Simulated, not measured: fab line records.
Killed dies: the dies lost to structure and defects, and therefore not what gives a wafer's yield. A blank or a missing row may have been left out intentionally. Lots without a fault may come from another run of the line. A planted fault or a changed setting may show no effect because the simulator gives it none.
Chamber matching | flow nand-harc | NHARC_P_CONTACT_CMP_01 on cmp-04 has 4 sister chambers
The step polishes SiO2, target thk 200 nm. 8 wafers are shown with their chamber, then 7 later ones without.

EACH WAFER AND ITS CHAMBER
wafer  | chamber | motor-current-A (A) | edge-zone-pressure-frac
L756.4 | 2       | 12.8                | 1.000
L772.1 | 2       | 12.6                | 1.000
L772.5 | 0       | 15.0                | 1.010
L773.1 | 1       | 9.8                 | 1.001
L773.2 | 3       | 11.7                | 1.004
L773.6 | 3       | 12.1                | 1.003
L774.1 | 0       | 15.0                | 1.005
L774.5 | 1       | 10.1                | 0.995

WAFERS MISSING THEIR CHAMBER
wafer  | motor-current-A (A) | edge-zone-pressure-frac
L774.6 | 12.9                | 1.001
L776.2 | 13.0                | 1.000
L776.4 | 14.7                | 1.008
L776.6 | 11.9                | 0.985
L777.1 | 14.0                | 1.006
L777.2 | 11.2                | 1.002
L777.4 | 12.5                | 1.005

EACH ONE'S CHAMBER
wafer  | from the rows above     | in truth
L774.6 | 2                       | 2
L776.2 | 2                       | 2
L776.4 | 0                       | 0
L776.6 | can't be placed: 3 or 2 | 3
L777.1 | can't be placed: 0 or 2 | 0
L777.2 | 3                       | 3
L777.4 | can't be placed: 2 or 3 | 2
Correctly placed: 4 of 7. Unplaceable from these rows: 3, with the true chamber sitting among the candidates in 3. Placed wrongly: 0.
How it was worked out, from the rows above alone: a wafer's distance from a chamber is the root of the sum, over the readings, of the square of ((its reading less the chamber's mean) divided by the reading's scatter). If the next closest chamber is less than 2 further off than the closest, the wafer can't be placed; otherwise it belongs to the closest. A chamber's mean is the mean of its shown wafers. How the scatter is found: for the shown wafers, subtract from each reading the mean of its chamber, square and add these, divide the total by (wafers less chambers), then take the root.
